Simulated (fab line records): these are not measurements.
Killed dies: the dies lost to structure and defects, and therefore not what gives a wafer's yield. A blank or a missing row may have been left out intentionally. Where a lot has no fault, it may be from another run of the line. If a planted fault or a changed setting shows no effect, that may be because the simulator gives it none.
fab line records | flow n5_finfet
[record] lots = 3 | wafers = 9 | last_day = 17
route steps=1938 shown ILD0@335 SDB@347 BEOL_M4@1111 PASSIVATION@1936
lots that met no fault: from a run of the same line without faults
start_h: start of the lot's first displayed wafer, in hours after the record's first day | wait_h: how many hours have passed since the lot's step before this one | " the same as in the row above | L1.1+2: several wafers, shown together as one row | - either no value or no given start | * or withheld: withheld | < > ~ a bound
route shown NAME@n: names a module that has steps shown in the file, with the first one's number in the route | usual: mean/standard deviation of fault-free wafers | same: alike in all rows | chamber/n: place in a boat | sites: each site's reading | _std_site: standard deviation of those values | _edge_site: inner sites' mean taken away from outer sites' mean | radius_mm: how far each site lies from the wafer's centre | mask NAME#n: copy n | behind: the last tool/chamber to shape the wafer | hold: what put the lot on hold/how long, in hours/how the hold closed | device: the n, p or np transistor that did not switch | end of line: the route-end tests of the same wafers | step lacking rows: just its recipe | killed: not the wafer's yield, but the dies lost to structure and defects at the first sort | map: shows each die of a wafer: x if killed, . if not, _ if none is there
set.NAME: setting as actually run; set.NAME@STEP: the setting as run at that earlier step | model.NAME: the simulator's own value behind a step, which no gauge read
lots seen at some steps along the route; tables by step, rows by wafer
services: the hour from which a tool's chamber was out of use, counted from the record's first day as start_h (under 0 if before that day), plus the number of hours and why
[[steps]]
[step N5_ILD0_LINER_00]
[recipe] material = SiNx | target_thk_a = 40 | temp_c = 400 | ald_precursor_family = SiH2I2 | ald_co_reactant = N2/H2-plasma | pulse_time_s = 1 | purge_time_s = 2 | co_reactant_purge_time_s = 2 | ald_cycles = 80 | pressure_torr = 2
[step N5_ILD0_FCVD_FILL_01]
[recipe] material = SiO2_flowable | target_thk_a = 2000 | temp_c = 100 | pressure_torr = 0.8 | rf_w = 2000 | time_s = 328.3
[step N5_ILD0_CURE_02]
[recipe] temp_c = 450 | time_s = 1800 | ambient = steam | idle_temp_c = 400 | ramp_up_c_per_min = 5 | ramp_down_c_per_min = 3 | densification_p_h2o_torr = 640
[step N5_ILD0_CMP_03]
[recipe] stop_on = SiNx | t_overpolish_s = 1.9 | post_cmp_clean = alkaline_brush | down_force_psi = 4.1491 | platen_rpm = 51.796 | pad_velocity_m_s = 1.0306 | target_thk_nm = 197.38
[step N5_ILD0_CMP_07]
[recipe] stop_on = poly-Si | material = SiO2_flowable | t_overpolish_s = 1.18 | post_cmp_clean = alkaline_brush | down_force_psi = 4.1491 | platen_rpm = 51.796 | pad_velocity_m_s = 1.0306 | target_thk_nm = 138.88
[step N5_ILD0_PRECLEAN_10]
[recipe] chemistry = NF3:NH3 | afs_cycles = 5 | time_s = 20 | temp_c = 30 | sublimation_temp_c = 180 | sublimation_time_s = 60 | pressure_torr = 3 | rf_power_w = 30
[step N5_ILD0_ALD_15]
[recipe] material = SiNx | target_thk_a = 240 | temp_c = 400 | ald_precursor_family = SiH2I2 | ald_co_reactant = N2/H2-plasma | pulse_time_s = 1 | ald_cycles = 480 | purge_time_s = 2 | co_reactant_purge_time_s = 2 | pressure_torr = 2
[step N5_ILD0_CMP_12]
[recipe] stop_on = poly-Si | material = SiNx | t_overpolish_s = 6 | post_cmp_clean = alkaline_brush | down_force_psi = 2.5 | platen_rpm = 51.8 | pad_velocity_m_s = 1.0307 | target_thk_nm = 17.67
[step N5_SDB_HM_DEP_00]
[recipe] material = SiNx | target_thk_a = 400 | temp_c = 400 | precursor = SiH4/NH3/N2 | pressure_torr = 1.5 | rf_w = 300 | time_s = 35.3
[usual] heater_power_w = 728/65 | rf_fwd_power_W = 297.4/1.1 | showerhead_plenum_p_Torr = 5.14/0.046 | throttle_valve_pct = 40.7/2
lot.wafer | tool     | chamber | start_h | wait_h | heater_power_w | rf_fwd_power_W | showerhead_plenum_p_Torr | throttle_valve_pct | model.SiNx_of_SDB_HM_DEP_00.thk_nm
L274.2    | pecvd-03 | 0       | 96.91   | 0.0    | 753            | 294.4          | 5.21                     | 38.7               | 39.6
L274.3    | "        | 1       | "       | "      | 787            | 296.6          | 5.17                     | 42.1               | 39.2
L274.6    | "        | 2       | "       | "      | 776            | 297.5          | 5.18                     | 40.4               | 40.4
L285.4    | pecvd-03 | 2       | 160.50  | 0.1    | 683            | 296.5          | 5.17                     | 40.7               | 76
L285.5    | "        | 1       | "       | "      | 808            | 298.7          | 5.17                     | 42.2               | 40.4
L285.6    | "        | 0       | "       | "      | 740            | 297.3          | 5.20                     | 39.0               | 40.4
L291.1    | pecvd-02 | 0       | 197.85  | 0.0    | 672            | 299.2          | 5.19                     | 43.0               | 40
L291.4    | "        | 1       | "       | "      | 732            | 298.7          | 5.10                     | 39.2               | 40.4
L291.6    | "        | 0       | "       | "      | 680            | 297.9          | 5.18                     | 43.1               | 39.8
[step N5_SDB_COAT_03]
[recipe] resist = SOC | temp_c = 250 | time_s = 60 | spin_rpm = 1500 | resist_thk_nm = 100
[step N5_SDB_COAT_04]
[recipe] resist = SiARC | temp_c = 220 | time_s = 60 | spin_rpm = 1500 | resist_thk_nm = 18
[step N5_SDB_COAT_05]
[recipe] resist = CAR-ArF | spin_rpm = 1500 | resist_thk_nm = 90
[step N5_SDB_EBR_07]
[recipe] solvent = PGMEA | ebr_width_mm = 1.5
[step N5_SDB_SOFTBAKE_06]
[recipe] temp_c = 110 | time_s = 60 | resist = CAR-ArF
[step N5_SDB_EXPOSE_08]
[recipe] mask_id = SDB | na = 1.35 | source_shape = conventional | sigma_outer = 0.5 | polarization = unpolarized | dose_mj = 49.6
[step N5_SDB_PEB_09]
[recipe] peb_temp_c = withheld | peb_time_s = 60 | resist = CAR-ArF
[step N5_SDB_DEVELOP_10]
[recipe] develop_time_s = 30 | developer = TMAH | resist = CAR-ArF | rinse_liquid = diw | dry = air_spin | dev_temp_c = 23
[step N5_SDB_DESCUM_16]
[recipe] chemistry = O2 | time_s = 7.9 | source_power_w = 50 | bias_power_w = 20 | pressure_mtorr = 20 | rf_frequency_hz = 2.712e+07 | temp_c = 40 | resist = CAR-ArF | o2_flow_sccm = 225
[step N5_SDB_ETCH_17]
[recipe] chemistry = CF4 | target = SiARC | target_depth_a = 234 | mask_material = CAR-ArF | time_s = 39 | ion_energy_ev = 80 | pressure_mtorr = 40 | source_w = 545 | bias_w = 36 | Ar_flow_sccm = 100 | cf4_flow_sccm = 100 | ends = cleared
[step N5_SDB_ETCH_18]
[recipe] chemistry = N2/H2 | target = SOC | target_depth_a = 1000 | overetch_a = 200 | mask_material = SiARC | temp_c = 40 | time_s = 150 | ion_energy_ev = 200 | pressure_mtorr = 30 | source_w = 840 | bias_w = 150 | n2_flow_sccm = 200 | h2_flow_sccm = 200
[step N5_SDB_STRIP_19]
[recipe] chemistry = N2/H2 | temp_c = 40 | n2_flow_sccm = 200 | h2_flow_sccm = 200 | rf_frequency_hz = 6e+07
[step N5_SDB_STRIP_21]
[recipe] chemistry = CF4 | resist = SiARC | power_w = 300 | bias_power_w = 75 | pressure_mtorr = 50 | cf4_flow_sccm = 150 | rf_frequency_hz = 6e+07
[step N5_SDB_HM_OPEN_20]
[recipe] chemistry = CH3F/O2 | target = SiNx | mask_material = SOC | target_depth_a = 240 | stop_on = poly-Si | over_etch_frac = 0.4 | ion_energy_ev = 120 | pressure_mtorr = 30 | source_w = 395 | bias_w = 73 | Ar_flow_sccm = 150 | CH3F_flow_sccm = 30 | O2_flow_sccm = 20
[usual] drypump_motor_current_A = 5.8/0.61 | oes_f_703_au = 0.78/0.072 | oes_product_au = 0.63/0.058 | rf_fwd_power_W = 391.9/1.4 | rf_vpp_V = 295/4.6 | showerhead_plenum_p_Torr = 1.97/0.06 | throttle_valve_pct = 16.30/0.18
lot.wafer | tool        | chamber | start_h | wait_h | drypump_motor_current_A | oes_f_703_au | oes_product_au | rf_fwd_power_W | rf_hours_counter_h | rf_vpp_V | showerhead_plenum_p_Torr | throttle_valve_pct | model.etch.depth_nm
L274.2    | rie_diel-05 | 2       | 97.75   | 0.0    | 5.6                     | 0.79         | 0.65           | 392.5          | 113                | 297      | 2.02                     | 16.32              | 23.64
L274.3    | "           | 3       | "       | "      | 6.7                     | 0.75         | 0.60           | 391.7          | 175                | 288      | 1.90                     | 16.47              | 23.1
L274.6    | "           | 2       | "       | "      | 5.6                     | 0.78         | 0.66           | 393.5          | -                  | 296      | 2.02                     | 16.33              | 24.33
L285.4    | rie_diel-05 | 3       | 161.35  | 0.0    | 6.7                     | 0.74         | 0.72           | 391.3          | -                  | 289      | 1.90                     | 16.52              | 33.16
L285.5    | "           | 2       | "       | "      | 5.6                     | 0.77         | 0.65           | 393.9          | -                  | 297      | 2.02                     | 16.37              | 24.49
L285.6    | "           | 1       | "       | "      | 5.9                     | 0.86         | 0.70           | 389.7          | -                  | 297      | 1.95                     | 16.35              | 24.35
L291.1    | rie_diel-06 | 0       | 198.52  | 0.0    | 6.5                     | 0.74         | 0.60           | 392.7          | 169                | 289      | 1.91                     | 16.54              | 24
L291.4    | "           | 1       | "       | "      | 5.8                     | 0.93         | 0.79           | 392.6          | 2                  | 295      | 2.04                     | 15.93              | 24.33
L291.6    | "           | 1       | "       | "      | 5.8                     | 0.92         | 0.78           | 391.8          | -                  | 295      | 2.04                     | 15.92              | 23.73
[step N5_SDB_STRIP_22]
[recipe] chemistry = N2/H2 | power_w = 1000 | temp_c = 250 | h2_frac = 0.65 | overash_fraction = 0.3 | pressure_mtorr = withheld | n2_flow_sccm = 1750 | h2_flow_sccm = 3250
[step N5_SDB_PRECLEAN_23]
[recipe] chemistry = dHF | time_s = 30 | temp_c = 25 | dilution = withheld
[step N5_SDB_DUMMY_REMOVE_24]
[recipe] chemistry = TMAH | temp_c = 70 | target = poly-Si | stop_on = SiO2 | target_depth_nm = 142 | conc_wt_pct = 5 | time_s = 57 | dry = ipa_marangoni | rinse_time_s = 30 | rinse_temp_c = 23
[step N5_SDB_ETCH_25]
[recipe] chemistry = C4F6/O2 | target = SiO2 | target_depth_a = 100 | time_s = 3.3 | ion_energy_ev = 250 | mask_material = SiNx | pressure_mtorr = 30 | source_w = 345 | bias_w = 185 | Ar_flow_sccm = 300 | C4F6_flow_sccm = 10 | O2_flow_sccm = 10
[step N5_SDB_CUT_ETCH_26]
[recipe] chemistry = HBr/Cl2/O2 | target = Si | target_depth_a = 1296 | bt_time_s = 20 | mask_material = SiNx | time_s = 51.8 | ion_energy_ev = * | bias_w = * | pressure_mtorr = 10 | icp_w = 800 | HBr_flow_sccm = 150 | Cl2_flow_sccm = 80 | O2_flow_sccm = 12
[step N5_SDB_PRECLEAN_38]
[recipe] chemistry = dHF | time_s = 10 | dilution = 750:1 | temp_c = 25
[usual] bath_heat_duty_pct = 6.3/0.72
lot.wafer | tool         | chamber | start_h | wait_h | bath_heat_duty_pct | model.SiNx_of_SDB_HM_DEP_00.thk_nm
L274.2    | wet_bench-02 | 5       | 98.29   | 0.1    | 6.8                | 21.6
L274.3    | "            | 2       | "       | "      | 6.3                | 21.4
L274.6    | "            | 6       | "       | "      | 6.5                | 22.8
L285.4    | wet_bench-04 | 4       | 161.98  | 0.1    | 5.3                | 58.2
L285.5    | "            | 0       | "       | "      | 5.3                | 22.8
L285.6    | "            | 5       | "       | "      | 5.6                | 22.2
L291.1    | wet_bench-04 | 1       | 199.05  | 0.1    | 7.5                | 22
L291.4    | "            | 0       | "       | "      | 6.6                | 22
L291.6    | "            | 6       | "       | "      | 6.1                | 21.6
[step N5_SDB_PRECLEAN_39]
[recipe] chemistry = O3/DIW | time_s = 45 | temp_c = 22 | o3_ppm = 10
[step N5_SDB_SRD_28]
[recipe] dry = ipa_marangoni | time_s = 30 | temp_c = 23 | rinse_liquid = diw
[step N5_SDB_ALD_29]
[recipe] material = SiNx | target_thk_a = 300 | temp_c = 400 | ald_precursor_family = SiH2I2 | ald_co_reactant = N2/H2-plasma | pulse_time_s = 1 | ald_cycles = 600 | purge_time_s = 2 | co_reactant_purge_time_s = 2 | pressure_torr = 2
[step N5_SDB_CMP_30]
[recipe] stop_on = poly-Si | t_overpolish_s = 1.54 | post_cmp_clean = alkaline_brush | down_force_psi = 4.1491 | platen_rpm = 51.796 | pad_velocity_m_s = 1.0306 | target_thk_nm = 30
[usual] motor_current_A = 12.0/1.3 | time_to_endpoint_s = 17.4/2.8
lot.wafer | tool   | chamber | start_h | wait_h | motor_current_A | time_to_endpoint_s
L274.3    | cmp-02 | 2       | 101.39  | 1.5    | 11.6            | 19.0
L274.2    | "      | 3       | "       | "      | 11.6            | 19.9
L274.6    | "      | 0       | "       | "      | 10.8            | 16.3
L285.4    | cmp-03 | 1       | 164.89  | 1.5    | 13.3            | 26.3
L285.5    | "      | 2       | "       | "      | 12.2            | 20.2
L285.6    | "      | 3       | "       | "      | 13.9            | 19.8
L291.1    | cmp-04 | 1       | 201.88  | 1.4    | 11.4            | 13.7
L291.4    | "      | 2       | "       | "      | 13.4            | 16.2
L291.6    | "      | 1       | "       | "      | 11.5            | 12.8
[step N5_BEOL_M4_RC_MEAS_101]
[usual] DIBL_N = 36.5/2 | DIBL_P = 36.5/2.3 | IOFF_N = 0.16/0.036 | IOFF_P = 0.21/0.037 | ION_N = 672/12 | ION_P = 459/7.1 | SS_N = 71.6/0.73 | SS_P = 73.4/0.76 | VT_N = 250/3.3 | VT_P = -250.5/2.9
lot.wafer | tool      | chamber | start_h | wait_h | DIBL_N[mV/V] | DIBL_P[mV/V] | IOFF_N[nA/um] | IOFF_P[nA/um] | ION_N[uA/um] | ION_P[uA/um] | SS_N[mV/dec] | SS_P[mV/dec] | VT_N[mV] | VT_P[mV]
L274.2    | prober-01 | 0       | 195.08  | 0.2    | 33.8         | 33.6         | 0.12          | 0.17          | 663          | 459          | 70.6         | 72.7         | 254      | -252.6
L274.3    | "         | 0       | "       | "      | 33.8         | 33.8         | 0.13          | 0.18          | 676          | 461          | 70.0         | 73.0         | 251      | -252.3
L274.6    | "         | 0       | "       | "      | 34.6         | 33.9         | 0.13          | 0.17          | 670          | 459          | 70.1         | 73.0         | 255      | -252.6
L285.5    | prober-02 | 0       | 263.32  | 0.6    | 39.0         | 36.9         | 0.18          | 0.22          | 651          | 445          | 72.9         | 73.1         | 252      | -249.4
L285.6    | "         | 0       | "       | "      | 37.3         | 35.8         | 0.14          | 0.21          | 660          | 457          | 71.6         | 72.7         | 251      | -249.5
L291.1    | prober-01 | 0       | 309.25  | 0.0    | 37.3         | 40.0         | 0.21          | 0.28          | 689          | 471          | 71.6         | 74.9         | 245      | -244.4
L291.4    | "         | 0       | "       | "      | 38.8         | 39.3         | 0.26          | 0.27          | 668          | 460          | 73.0         | 74.5         | 246      | -246.3
L291.6    | "         | 0       | "       | "      | 36.9         | 38.2         | 0.20          | 0.26          | 683          | 466          | 71.9         | 73.5         | 247      | -247.0
[step N5_PASSIVATION_PROBE_49]
[usual] defect_limited_yield = 91.4/1.4 | killed_at_M0_to_M3 = 33/11 | killed_at_M4_up = 13/5.3 | killed_at_contacts = 13/6.1 | killed_at_front_end = 40/11 | killed_at_other = 2.9/2.7 | killed_dies = 102/17 | killed_on_rim = 14/4.2 | killed_open = 68/13 | killed_short = 32/7.5 | sort_bin_5_function = 5.1/0.98 | sort_bin_6_memory = 3.2/0.69 | sort_bin_8_speed = 0.1/1.1 | sort_n_pass = 1077/21 | sort_yield_pct = 91.3/1.7
[same] gross_dies = 1180 | killed_at_back_side = 0 | sort_bin_4_leakage[%] = 0
lot.wafer | tool      | chamber | start_h | wait_h | defect_limited_yield[%] | killed_at_M0_to_M3 | killed_at_M4_up | killed_at_contacts | killed_at_front_end | killed_at_other | killed_dies | killed_on_rim | killed_open | killed_short | sort_bin_5_function[%] | sort_bin_6_memory[%] | sort_bin_8_speed[%] | sort_n_pass | sort_yield_pct[%]
L274.2    | prober-02 | -       | 316.22  | 0.1    | 88.2                    | 32                 | 14              | 18                 | 73                  | 2               | 139         | 17            | 101         | 37           | 7.2                    | 4.3                  | 0                   | 1041        | 88.2
L274.3    | prober-02 | -       | 316.27  | 0.1    | 91.0                    | 25                 | 12              | 10                 | 51                  | 8               | 106         | 10            | 68          | 37           | 5.5                    | 3.1                  | 0                   | 1074        | 91.0
L274.6    | prober-02 | -       | 316.42  | 0.3    | 89.0                    | 55                 | 6               | 12                 | 55                  | 2               | 130         | 21            | 97          | 33           | 6.8                    | 4.2                  | 0                   | 1050        | 89.0
L285.4    | prober-02 | -       | 383.46  | 0.2    | 0                       | 53                 | 10              | 12                 | 1104                | 1               | 1180        | 152           | 78          | 29           | 96.1                   | 3.7                  | 0                   | 0           | 0
// killed by level:class
L274.2 FIN_SAQP:geometric_particle:open=27 STI_FIN_REVEAL:geometric_particle:open=17 MOL_CONTACT_COAG:geometric_particle:open=15 FIN_SAQP:geometric_particle:short=10 BEOL_M2:geometric_particle:open=9 BEOL_M3:geometric_particle:open=7 DUMMY_GATE:geometric_particle:open=5 BEOL_M0_SAQP:geometric_particle:short=5
L274.3 FIN_SAQP:geometric_particle:open=22 BEOL_M0_SAQP:geometric_particle:open=9 STI_FIN_REVEAL:geometric_particle:open=7 FIN_SAQP:geometric_particle:short=6 BEOL_M0_SAQP:geometric_particle:short=6 MOL_CONTACT_COAG:geometric_particle:open=5 MOL_CONTACT_COAG:geometric_particle:short=5 BEOL_M4:geometric_particle:short=4
L274.6 STI_FIN_REVEAL:geometric_particle:open=18 BEOL_M2:geometric_particle:open=16 BEOL_M0_SAQP:geometric_particle:open=14 MOL_CONTACT_COAG:geometric_particle:open=11 GATE_CUT:geometric_particle:short=7 BEOL_M2:geometric_particle:short=7 BEOL_M3:geometric_particle:open=7 FIN_SAQP:geometric_particle:open=6
L285.4 SDB:area_open=1073 BEOL_M3:geometric_particle:open=12 MOL_CONTACT_COAG:geometric_particle:open=11 BEOL_M0_SAQP:geometric_particle:open=11 FIN_SAQP:geometric_particle:open=10 FIN_SAQP:geometric_particle:short=9 BEOL_M0:geometric_particle:open=9 BEOL_M1:geometric_particle:open=8
// map L285.4 (x killed, . not)
_________________xxxxxxxxxxxx________________
______________xxxxxxxxxxxxxxxxxx_____________
___________xxxxxxxxxxxxxxxxxxxxxxxx__________
__________xxxxxxxxxxxxxxxxxxxxxxxxxx_________
________xxxxxxxxxxxxxxxxxxxxxxxxxxxxxx_______
_______xxxxxxxxxxxxxxxxxxxxxxxxxxxxxxxx______
______xxxxxxxxxxxxxxxxxxxxxxxxxxxxxxxxxx_____
_____xxxxxxxxxxxxxxxxxxxxxxxxxxxxxxxxxxxx____
____xxxxxxxxxxxxxxxxxxxxxxxxxxxxxxxxxxxxxx___
___xxxxxxxxxxxxxxxxxxxxxxxxxxxxxxxxxxxxxxxx__
___xxxxxxxxxxxxxxxxxxxxxxxxxxxxxxxxxxxxxxxx__
__xxxxxxxxxxxxxxxxxxxxxxxxxxxxxxxxxxxxxxxxxx_
__xxxxxxxxxxxxxxxxxxxxxxxxxxxxxxxxxxxxxxxxxx_
_xxxxxxxxxxxxxxxxxxxxxxxxxxxxxxxxxxxxxxxxxxxx
_xxxxxxxxxxxxxxxxxxxxxxxxxxxxxxxxxxxxxxxxxxxx
_xxxxxxxxxxxxxxxxxxxxxxxxxxxxxxxxxxxxxxxxxxxx
_xxxxxxxxxxxxxxxxxxxxxxxxxxxxxxxxxxxxxxxxxxxx
_xxxxxxxxxxxxxxxxxxxxxxxxxxxxxxxxxxxxxxxxxxxx
_xxxxxxxxxxxxxxxxxxxxxxxxxxxxxxxxxxxxxxxxxxxx
_xxxxxxxxxxxxxxxxxxxxxxxxxxxxxxxxxxxxxxxxxxxx
_xxxxxxxxxxxxxxxxxxxxxxxxxxxxxxxxxxxxxxxxxxxx
__xxxxxxxxxxxxxxxxxxxxxxxxxxxxxxxxxxxxxxxxxx_
__xxxxxxxxxxxxxxxxxxxxxxxxxxxxxxxxxxxxxxxxxx_
___xxxxxxxxxxxxxxxxxxxxxxxxxxxxxxxxxxxxxxxx__
___xxxxxxxxxxxxxxxxxxxxxxxxxxxxxxxxxxxxxxxx__
____xxxxxxxxxxxxxxxxxxxxxxxxxxxxxxxxxxxxxx___
_____xxxxxxxxxxxxxxxxxxxxxxxxxxxxxxxxxxxx____
______xxxxxxxxxxxxxxxxxxxxxxxxxxxxxxxxxx_____
_______xxxxxxxxxxxxxxxxxxxxxxxxxxxxxxxx______
________xxxxxxxxxxxxxxxxxxxxxxxxxxxxxx_______
__________xxxxxxxxxxxxxxxxxxxxxxxxxx_________
___________xxxxxxxxxxxxxxxxxxxxxxxx__________
______________xxxxxxxxxxxxxxxxxx_____________
_________________xxxxxxxxxxxx________________
// map L274.2 (x killed, . not)
_________________x..x....x...________________
______________.....x........x..._____________
___________.x.....x.x..............__________
__________.....x...x.............x.._________
________..x.......x..................x_______
_______...x.........x..................______
______.x........x....x..x..x............_____
_____........x......x....................____
____.........x.....x..........x...........___
___..................x...............x.....__
___.x........x....x........x..........x....__
__x...x...............x...x................._
__.......xx...xx.....x.x...................._
_..........................xx.xx..x..........
_.x..........x...x....x..........xx..x.......
_......x.........x.x.................x.....x.
_x.......x....................x....x..x.x....
_....x......x..................x.......xx....
_.....x...............xx..x...xxx....x.x.....
_...x...x...............x.................x..
_....................x......x................
__......x.x...x.x...............x..........._
__...x...............x.x...................._
___...............x...........x.....x.x....__
___x..x....................x...............__
____...x...............x....x.x........x.x___
_____......x..xx......x........x.........____
______..................x..............x_____
_______..x..x.....x.xx......x.....x....______
________..........xx.....x...xx.x....._______
__________.xx.x...............x...x._________
___________...........x....x.xx.x..__________
______________......x..........._____________
_________________....x.......________________
[[services]]
tool        | chamber | start_h | hours | kind
cmp-04      | -       | 73.73   | 4.0   | pm
cmp-04      | -       | 77.73   | -     | consumable_replace:conditioner
cmp-04      | -       | 77.73   | -     | consumable_replace:pad
rie_diel-06 | 1       | 78.17   | 4.5   | repair
rie_diel-05 | -       | 88.48   | 0.2   | repair
pecvd-03    | 0       | 91.03   | 5.5   | scheduled_down
pecvd-02    | -       | 91.39   | 1.7   | repair
cmp-02      | -       | 103.74  | 4.0   | pm
rie_diel-05 | 2       | 106.14  | 16.1  | repair
cmp-02      | -       | 107.74  | -     | consumable_replace:conditioner
cmp-02      | -       | 107.74  | -     | consumable_replace:pad
cmp-03      | -       | 115.99  | 6.2   | pm
rie_diel-05 | 1       | 116.27  | 3.7   | repair
rie_diel-06 | 2       | 128.59  | 2.3   | repair
pecvd-03    | 2       | 132.33  | 2.1   | scheduled_down
pecvd-03    | 1       | 147.80  | 2.1   | scheduled_down
cmp-03      | -       | 150.91  | 0.5   | repair
rie_diel-05 | 0       | 156.68  | 4.6   | repair
cmp-02      | -       | 158.53  | 3.9   | repair
rie_diel-06 | 0       | 176.57  | 2.9   | repair
cmp-04      | -       | 182.02  | 4.5   | repair
pecvd-03    | 0       | 191.30  | 24.5  | repair
pecvd-02    | -       | 192.70  | 1.1   | repair
rie_diel-06 | 1       | 199.25  | 14.5  | repair
[[key]]
[first_sign] step = N5_SDB_CMP_30 | reading = time_to_endpoint_s | direction = up | sigmas = 3.2 | usual = * | struck = *
[effect] step = N5_PASSIVATION_PROBE_49 | reading = killed_at_front_end | direction = up | sigmas = 98 | usual = 40 | struck = 1104
[model_effect] step = N5_SDB_HM_DEP_00 | value = SiNx_of_SDB_HM_DEP_00.thk_nm | without = 41.4 | struck = 76
[model_effect] step = N5_SDB_HM_OPEN_20 | value = etch.depth_nm | without = 25.37 | struck = 33.16
[model_effect] step = N5_SDB_PRECLEAN_38 | value = SiNx_of_SDB_HM_DEP_00.thk_nm | without = 23.6 | struck = 58.2
[more_kills_born_at] N5_SDB_HM_OPEN_20@rie_diel-05 = 1073
met_at N5_SDB_HM_DEP_00
struck_wafers L285.4
later_rows_left_out L285.4
onset_between 96.91 160.50
[fault] kind = process_parameter_drift | tool = pecvd-03 | chamber = 2 | onset_h = 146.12 | steps = N5_SDB_HM_DEP_00 | channel = time_s | offset = * | shape = step | end_h = 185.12 | acts_in = * | stated = *
// later_rows_left_out: the simulator's readings of these wafers behind a module that went badly wrong aren't trusted and aren't shown, but for the sort
